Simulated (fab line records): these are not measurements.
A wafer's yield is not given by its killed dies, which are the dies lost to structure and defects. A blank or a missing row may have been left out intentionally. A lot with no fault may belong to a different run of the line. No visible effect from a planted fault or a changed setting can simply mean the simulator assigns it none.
Matching of chambers :: flow n5-finfet :: rie-diel-01 running N5_BEOL_M0_CUTY_ETCH_63: 4 sister chambers
The step etches SOC in N2/H2, target depth 82.7 nm, overetch 16.5 nm, time 124 s. 4 wafers are shown with their chamber, then 7 later ones without.

## WAFERS, EACH WITH ITS CHAMBER
wafer: L085.1
chamber: 2
showerhead-plenum-p-Torr (Torr): 2.64

wafer: L085.2
chamber: 3
showerhead-plenum-p-Torr (Torr): 2.53

wafer: L085.3
chamber: 0
showerhead-plenum-p-Torr (Torr): 2.41

wafer: L089.5
chamber: 1
showerhead-plenum-p-Torr (Torr): 2.63

## WAFERS MISSING THEIR CHAMBER
wafer: L089.6
showerhead-plenum-p-Torr (Torr): 2.64

wafer: L093.1
showerhead-plenum-p-Torr (Torr): 2.72

wafer: L093.3
showerhead-plenum-p-Torr (Torr): 2.53

wafer: L093.4
showerhead-plenum-p-Torr (Torr): 2.63

wafer: L095.2
showerhead-plenum-p-Torr (Torr): 2.72

wafer: L095.5
showerhead-plenum-p-Torr (Torr): 2.53

wafer: L095.6
showerhead-plenum-p-Torr (Torr): 2.72

## THE CHAMBER EACH PASSED THROUGH
wafer: L089.6
from the rows above: can't be placed: 2 or 1
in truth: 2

wafer: L093.1
from the rows above: can't be placed: 2 or 1
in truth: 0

wafer: L093.3
from the rows above: can't be placed: 3 or 1
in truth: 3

wafer: L093.4
from the rows above: can't be placed: 1 or 2 or 3
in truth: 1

wafer: L095.2
from the rows above: can't be placed: 2 or 1
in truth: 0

wafer: L095.5
from the rows above: can't be placed: 3 or 1
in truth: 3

wafer: L095.6
from the rows above: can't be placed: 2 or 1
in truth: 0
Correct placement for 0 of the 7. Not placeable from these rows: 7 (in 4, the candidates include the true chamber). 0 placed wrongly.
How it was worked out, from the rows above alone: a wafer's distance from a chamber is the root of the sum, over the readings, of the square of ((its reading less the chamber's mean) divided by the reading's scatter). If the next closest chamber is less than 2 further off than the closest, the wafer can't be placed; otherwise it belongs to the closest. The mean given for a chamber averages the wafers shown for that chamber. The scatter: root of mean squared gap, hidden wafer to nearest shown wafer, with one shown wafer a chamber.
